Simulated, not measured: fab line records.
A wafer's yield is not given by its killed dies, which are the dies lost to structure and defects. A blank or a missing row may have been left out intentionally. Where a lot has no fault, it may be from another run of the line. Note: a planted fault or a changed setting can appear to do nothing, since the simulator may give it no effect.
Matching of chambers :: flow n5-finfet :: N5_DUMMY_GATE_TRIM_49 on rie-si-02 has 4 sister chambers
The step chemistry O2, time 29 s, target cd 14 nm. 14 wafers are shown with their chamber, then 6 later ones without.

## WAFERS PAIRED WITH THEIR CHAMBERS
wafer: L111.2
chamber: 2
throttle-valve-pct (%): 8.16
drypump-motor-current-A (A): 5.6
oes-product-au (a.u.): 1.007

wafer: L111.5
chamber: 2
throttle-valve-pct (%): 8.15
drypump-motor-current-A (A): 5.6
oes-product-au (a.u.): 1.001

wafer: L115.3
chamber: 3
throttle-valve-pct (%): 8.25
drypump-motor-current-A (A): 6.4
oes-product-au (a.u.): 1.004

wafer: L115.4
chamber: 2
throttle-valve-pct (%): 8.17
drypump-motor-current-A (A): 5.6
oes-product-au (a.u.): 0.987

wafer: L115.6
chamber: 2
throttle-valve-pct (%): 8.16
drypump-motor-current-A (A): 5.6
oes-product-au (a.u.): 0.993

wafer: L116.2
chamber: 1
throttle-valve-pct (%): 7.84
drypump-motor-current-A (A): 6.0
oes-product-au (a.u.): 0.989

wafer: L116.3
chamber: 3
throttle-valve-pct (%): 8.24
drypump-motor-current-A (A): 6.5
oes-product-au (a.u.): 1.001

wafer: L116.4
chamber: 0
throttle-valve-pct (%): 7.89
drypump-motor-current-A (A): 5.8
oes-product-au (a.u.): 0.978

wafer: L123.2
chamber: 3
throttle-valve-pct (%): 8.26
drypump-motor-current-A (A): 6.4
oes-product-au (a.u.): 0.999

wafer: L123.3
chamber: 2
throttle-valve-pct (%): 8.15
drypump-motor-current-A (A): 5.6
oes-product-au (a.u.): 0.981

wafer: L123.6
chamber: 2
throttle-valve-pct (%): 8.16
drypump-motor-current-A (A): 5.6
oes-product-au (a.u.): 1.002

wafer: L129.2
chamber: 1
throttle-valve-pct (%): 7.83
drypump-motor-current-A (A): 5.9
oes-product-au (a.u.): 1.007

wafer: L129.3
chamber: 0
throttle-valve-pct (%): 7.90
drypump-motor-current-A (A): 5.8
oes-product-au (a.u.): 0.984

wafer: L129.4
chamber: 2
throttle-valve-pct (%): 8.16
drypump-motor-current-A (A): 5.7
oes-product-au (a.u.): 1.001

SIGNATURES (means of the wafers above)
reading: throttle-valve-pct
chamber 0: 7.8950
chamber 1: 7.8350
chamber 2: 8.1586
chamber 3: 8.2500
scatter within a chamber: 0.00765

reading: drypump-motor-current-A
chamber 0: 5.800
chamber 1: 5.950
chamber 2: 5.614
chamber 3: 6.433
scatter within a chamber: 0.045

reading: oes-product-au
chamber 0: 0.98100
chamber 1: 0.99800
chamber 2: 0.99600
chamber 3: 1.00133
scatter within a chamber: 0.00845
Rule: for each reading, subtract the chamber's mean from the wafer's reading, divide by that reading's scatter and square the result; add these up over the readings and take the root, which gives the wafer's distance from the chamber. The wafer belongs to the nearest chamber; if the next one is less than 2 further off, it can't be placed. The scatter: take each reading less its chamber's mean, square it, sum over the shown wafers, divide by the number of wafers less the number of chambers, and take the root.

## WAFERS MISSING THEIR CHAMBER
wafer: L130.1
throttle-valve-pct (%): 7.83
drypump-motor-current-A (A): 6.0
oes-product-au (a.u.): 0.988

wafer: L130.2
throttle-valve-pct (%): 7.91
drypump-motor-current-A (A): 5.8
oes-product-au (a.u.): 0.982

wafer: L130.5
throttle-valve-pct (%): 7.84
drypump-motor-current-A (A): 6.0
oes-product-au (a.u.): 0.991

wafer: L134.2
throttle-valve-pct (%): 8.16
drypump-motor-current-A (A): 5.6
oes-product-au (a.u.): 1.001

wafer: L134.4
throttle-valve-pct (%): 7.90
drypump-motor-current-A (A): 5.8
oes-product-au (a.u.): 0.977

wafer: L134.5
throttle-valve-pct (%): 7.83
drypump-motor-current-A (A): 5.9
oes-product-au (a.u.): 0.994

## WHICH CHAMBER EACH WENT THROUGH
wafer: L130.1
from the rows above: 1
in truth: 1

wafer: L130.2
from the rows above: 0
in truth: 0

wafer: L130.5
from the rows above: 1
in truth: 1

wafer: L134.2
from the rows above: 2
in truth: 2

wafer: L134.4
from the rows above: 0
in truth: 0

wafer: L134.5
from the rows above: 1
in truth: 1
6 of 6 placed correctly. Not placeable from these rows: 0. 0 placed wrongly.
